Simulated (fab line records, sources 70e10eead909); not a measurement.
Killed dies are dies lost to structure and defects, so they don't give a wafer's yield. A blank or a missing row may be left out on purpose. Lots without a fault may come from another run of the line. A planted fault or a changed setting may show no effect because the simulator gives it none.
Chamber matching | flow nand_harc | NHARC_P_GATE_ETCH_32 on rie_si-03: 4 sister chambers
The step etches the open film in HBr/Cl2, target depth 150 nm, time 100.1 s. 4 wafers are shown with their chamber, then 7 later ones without.

WAFERS WITH THEIR CHAMBER
wafer  | chamber | oes_product_au (a.u.)
L128.2 | 3       | 0.988
L133.5 | 2       | 1.011
L143.4 | 0       | 0.994
L143.5 | 1       | 0.996

WAFERS WITHOUT THEIR CHAMBER
wafer  | oes_product_au (a.u.)
L143.6 | 1.003
L146.1 | 0.997
L146.2 | 0.997
L146.5 | 0.994
L147.3 | 0.984
L147.5 | 1.004
L147.6 | 0.995

WHICH CHAMBER EACH WENT THROUGH
wafer  | from the rows above               | in truth
L143.6 | can't be placed: 1 or 2 or 0 or 3 | 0
L146.1 | can't be placed: 1 or 0 or 3      | 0
L146.2 | can't be placed: 1 or 0 or 3      | 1
L146.5 | can't be placed: 0 or 1 or 3      | 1
L147.3 | can't be placed: 3 or 0 or 1      | 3
L147.5 | can't be placed: 2 or 1 or 0      | 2
L147.6 | can't be placed: 0 or 1 or 3      | 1
Placed correctly: 0 of 7. Can't be placed from these rows: 7 (the true chamber is among the candidates in 7). Placed wrongly: 0.
How it was worked out, from the rows above alone: a wafer's distance from a chamber is the root of the sum, over the readings, of the square of ((its reading less the chamber's mean) divided by the reading's scatter). The wafer belongs to the nearest chamber; if the next one is less than 2 further off, it can't be placed. A chamber's mean is the mean of its shown wafers. The scatter: with one shown wafer a chamber, the root of the mean of the squares of how far each hidden wafer lies from its nearest shown one.
